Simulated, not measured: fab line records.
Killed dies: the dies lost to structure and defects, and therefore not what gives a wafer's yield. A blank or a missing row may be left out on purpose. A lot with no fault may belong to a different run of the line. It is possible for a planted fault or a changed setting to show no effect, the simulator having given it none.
Comparing a struck lot with a sound one :: flow nand-harc :: 14 out of 1302 route steps
Sound: the wafers L681.1, L681.3, L681.5. Struck: wafer L683.3. Last of all comes the cause.
Each step with rows lists, per side, the tool, then ch with its chambers, then its first start. Under that, the readings that differ: sound wafers :: struck wafers :: difference of the means :: sigmas: that difference in standard deviations of wafers without a fault.
alike: readings with means less than 2 such deviations apart, plus words and numbers identical on both sides. not compared: withheld readings, readings lacking a value on some wafer, bounds such as >300 that could conceal the same value, and numbers that have no deviation in the record and whose values overlap.
The two part at a step that has a row with sigmas, a row that says differs or no value, or rows on one side only. Non-overlapping numbers with no deviation appear without sigmas and do not part them. Lack of a reading on every wafer of one side parts them only where that side has two or more wafers.

first, 2 steps without rows for these wafers: NHARC_A_ONON_D1_ANNEAL_15 (time 3600 s); NHARC_A_ONON_D1_DEP_16 (target thk 1000 nm).
NHARC_A_ONON_D1_THK_MEAS_18: measures by ellipsometry.
  sound: film-metro-01 at day 13 06:48; struck: film-metro-01 at day 14 09:06
  alike: thk-nm
then, 1 step without rows for these wafers: NHARC_A_ONON_D1_DEP_19 (target thk 1000 nm).
NHARC_A_ONON_D1_THK_MEAS_21: measures by ellipsometry.
  sound: film-metro-02 at day 13 07:22; struck: film-metro-01 at day 14 09:48
reading: thk-nm (nm)
sound: 987 986 988
struck: 1008
difference: +21
sigmas: +2
then, 1 step without rows for these wafers: NHARC_A_ONON_D1_DEP_22 (target thk 1000 nm).
NHARC_A_ONON_D1_THK_MEAS_24: measures by ellipsometry.
  sound: film-metro-01 at day 13 07:56; struck: film-metro-02 at day 14 10:23
reading: thk-nm (nm)
sound: 1000 1000 1001
struck: 1021
difference: +21
sigmas: +2
then, 1 step without rows for these wafers: NHARC_A_ONON_D1_DEP_25 (target thk 1000 nm).
NHARC_A_ONON_D1_THK_MEAS_27: measures by ellipsometry.
  sound: film-metro-02 at day 13 08:29; struck: film-metro-01 at day 14 10:56
  alike: thk-nm
then, 1 step without rows for these wafers: NHARC_A_ONON_D1_DEP_28 (target thk 1000 nm).
NHARC_A_ONON_D1_THK_MEAS_30: measures by ellipsometry.
  sound: film-metro-02 at day 13 09:04; struck: film-metro-02 at day 14 11:31
  alike: thk-nm
NHARC_A_ONON_D1_DEP_33: deposits SiO2, target thk 200 nm.
  sound on pecvd-04 ch 0,1,2, day 13 09:07; struck on pecvd-04 ch 2, day 14 11:47
reading: rf-fwd-power-W (W)
sound: 900.7 899.7 897.3
struck: 541.2
difference: -358.0
sigmas: -99 or more

reading: showerhead-vpp-V (V)
sound: 1894 1886 1967
struck: 1471
difference: -445
sigmas: -10
  alike: heater-power-w, throttle-valve-pct
NHARC_A_ONON_D1_THK_MEAS_34: measures by ellipsometry.
  sound: film-metro-01 at day 13 09:32; struck: film-metro-02 at day 14 12:17
reading: thk-nm (nm)
sound: 194.7 196.8 196.8
struck: 169.4
difference: -26.7
sigmas: -10
  not compared: hold
NHARC_END_SORT_01:
  the record has rows for the sound wafers here (prober-02 ch 0, day 29 19:31) and none for the struck ones

== WHERE THEY PART ==
First at NHARC_A_ONON_D1_THK_MEAS_21; last, within this record, at NHARC_END_SORT_01.

WHY: the cause the simulator had injected
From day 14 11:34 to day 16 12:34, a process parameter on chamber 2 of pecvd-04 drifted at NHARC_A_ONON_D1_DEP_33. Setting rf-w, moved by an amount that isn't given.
